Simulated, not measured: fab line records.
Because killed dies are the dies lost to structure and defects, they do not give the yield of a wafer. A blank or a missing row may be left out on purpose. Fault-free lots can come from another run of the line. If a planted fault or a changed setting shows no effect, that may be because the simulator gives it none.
Chamber matching || flow n5-finfet || rie-diel-01 running N5_FIN_SAQP_DESCUM_21: 4 sister chambers
The step chemistry O2, time 7.9 s. 8 wafers are shown with their chamber, then 7 later ones without.

WAFERS WITH THEIR CHAMBER
{"wafer": "L074.4", "chamber": 2, "showerhead-plenum-p-Torr (Torr)": 2.06, "oes-product-au (a.u.)": 0.71}
{"wafer": "L080.1", "chamber": 2, "showerhead-plenum-p-Torr (Torr)": 2.05, "oes-product-au (a.u.)": 0.72}
{"wafer": "L080.5", "chamber": 0, "showerhead-plenum-p-Torr (Torr)": 2.06, "oes-product-au (a.u.)": 0.69}
{"wafer": "L082.1", "chamber": 1, "showerhead-plenum-p-Torr (Torr)": 2.17, "oes-product-au (a.u.)": 0.75}
{"wafer": "L082.2", "chamber": 0, "showerhead-plenum-p-Torr (Torr)": 2.06, "oes-product-au (a.u.)": 0.68}
{"wafer": "L082.6", "chamber": 3, "showerhead-plenum-p-Torr (Torr)": 2.08, "oes-product-au (a.u.)": 0.70}
{"wafer": "L087.1", "chamber": 3, "showerhead-plenum-p-Torr (Torr)": 2.08, "oes-product-au (a.u.)": 0.69}
{"wafer": "L087.4", "chamber": 1, "showerhead-plenum-p-Torr (Torr)": 2.16, "oes-product-au (a.u.)": 0.74}

WAFERS WHOSE CHAMBER IS MISSING
{"wafer": "L087.6", "showerhead-plenum-p-Torr (Torr)": 2.05, "oes-product-au (a.u.)": 0.70}
{"wafer": "L092.2", "showerhead-plenum-p-Torr (Torr)": 2.05, "oes-product-au (a.u.)": 0.68}
{"wafer": "L092.3", "showerhead-plenum-p-Torr (Torr)": 2.16, "oes-product-au (a.u.)": 0.74}
{"wafer": "L092.5", "showerhead-plenum-p-Torr (Torr)": 2.05, "oes-product-au (a.u.)": 0.70}
{"wafer": "L093.3", "showerhead-plenum-p-Torr (Torr)": 2.08, "oes-product-au (a.u.)": 0.69}
{"wafer": "L093.5", "showerhead-plenum-p-Torr (Torr)": 2.08, "oes-product-au (a.u.)": 0.68}
{"wafer": "L093.6", "showerhead-plenum-p-Torr (Torr)": 2.05, "oes-product-au (a.u.)": 0.70}

THE CHAMBER EACH PASSED THROUGH
{"wafer": "L087.6", "from the rows above": "can't be placed: 2 or 0", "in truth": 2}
{"wafer": "L092.2", "from the rows above": 0, "in truth": 0}
{"wafer": "L092.3", "from the rows above": 1, "in truth": 1}
{"wafer": "L092.5", "from the rows above": "can't be placed: 2 or 0", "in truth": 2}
{"wafer": "L093.3", "from the rows above": 3, "in truth": 3}
{"wafer": "L093.5", "from the rows above": "can't be placed: 3 or 0", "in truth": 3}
{"wafer": "L093.6", "from the rows above": "can't be placed: 2 or 0", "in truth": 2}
Correctly placed: 3 of 7. These rows do not allow placing 4 (true chamber among the candidates in 4). Placed wrongly: 0.
How it was worked out, from the rows above alone: a wafer's distance from a chamber is the root of the sum, over the readings, of the square of ((its reading less the chamber's mean) divided by the reading's scatter). If the next closest chamber is less than 2 further off than the closest, the wafer can't be placed; otherwise it belongs to the closest. The mean given for a chamber averages the wafers shown for that chamber. How the scatter is found: for the shown wafers, subtract from each reading the mean of its chamber, square and add these, divide the total by (wafers less chambers), then take the root.
